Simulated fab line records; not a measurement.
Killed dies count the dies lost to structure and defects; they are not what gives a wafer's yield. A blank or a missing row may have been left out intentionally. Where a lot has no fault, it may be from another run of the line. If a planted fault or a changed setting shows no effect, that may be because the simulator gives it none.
What tool caused it? + flow n5 finfet + 7 lots with 21 wafers sampled at 3 steps, on a route of 1938 steps

## WHAT EACH GAUGE READ, for each wafer
N5_BEOL_M13_INSPECT_55: inspects for defects (darkfield).
| lot  | measured     | on                | raw defect count |
|------|--------------|-------------------|------------------|
| L439 | day 10 20:56 | defect inspect-01 | 30 25 36         |
| L441 | day 12 04:59 | defect inspect-02 | 46 82 94         |
| L443 | day 13 00:01 | defect inspect-02 | 72 73 53         |
| L450 | day 14 06:49 | defect inspect-01 | 57 22 41         |
| L453 | day 15 22:35 | defect inspect-01 | 134 125 86       |
| L457 | day 16 15:34 | defect inspect-02 | 70 95 99         |
| L459 | day 17 00:29 | defect inspect-02 | 106 84 109       |

## WHICH TOOL RAN EACH LOT (tool, then ch and the chambers of the sampled wafers, then the start)
| lot  | N5_BEOL_M13_DESCUM_33              | N5_BEOL_M13_ETCH_68                |
|------|------------------------------------|------------------------------------|
| L439 | rie diel-01 ch 1,2,3, day 10 18:14 | rie diel-01 ch 1,2,3, day 10 18:25 |
| L441 | rie diel-01 ch 0,3, day 12 02:00   | rie diel-01 ch 0,3, day 12 02:11   |
| L443 | rie diel-06 ch 1,2,3, day 12 19:19 | rie diel-06 ch 1,2,3, day 12 19:29 |
| L450 | rie diel-01 ch 0,1,2, day 14 03:21 | rie diel-01 ch 0,1,2, day 14 03:32 |
| L453 | rie diel-03 ch 0,1,3, day 15 15:47 | rie diel-03 ch 0,1,3, day 15 15:58 |
| L457 | rie diel-01 ch 0,2,3, day 16 12:26 | rie diel-01 ch 0,2,3, day 16 12:37 |
| L459 | rie diel-01 ch 1,3, day 16 17:49   | rie diel-01 ch 1,3, day 16 18:00   |
- N5_BEOL_M13_DESCUM_33: chemistry O2, time 7.9 s.
- N5_BEOL_M13_ETCH_68: etches SOC in N2/H2, time 355 s.

## THE ANSWER, worked out from the rows above alone
Rule: the lots themselves supply what counts as usual. Put in order of their means at a reading, lots are off if they are a third of the lots or fewer, leave a main group of 4 or more, and stand apart from it by a gap of 3 or more times the standard deviation of the main group's means; of several such gaps the widest counts. Not used: any main group whose means are identical at the precision the tables above print for the reading. A lot without any number at a reading at which 4 lots or more have one is off too. All remaining lots with rows at the step are treated as sound.
Across all readings shown, no lot is off: no conclusion can be drawn from this.

## WHAT WAS PUT IN BY THE SIMULATOR
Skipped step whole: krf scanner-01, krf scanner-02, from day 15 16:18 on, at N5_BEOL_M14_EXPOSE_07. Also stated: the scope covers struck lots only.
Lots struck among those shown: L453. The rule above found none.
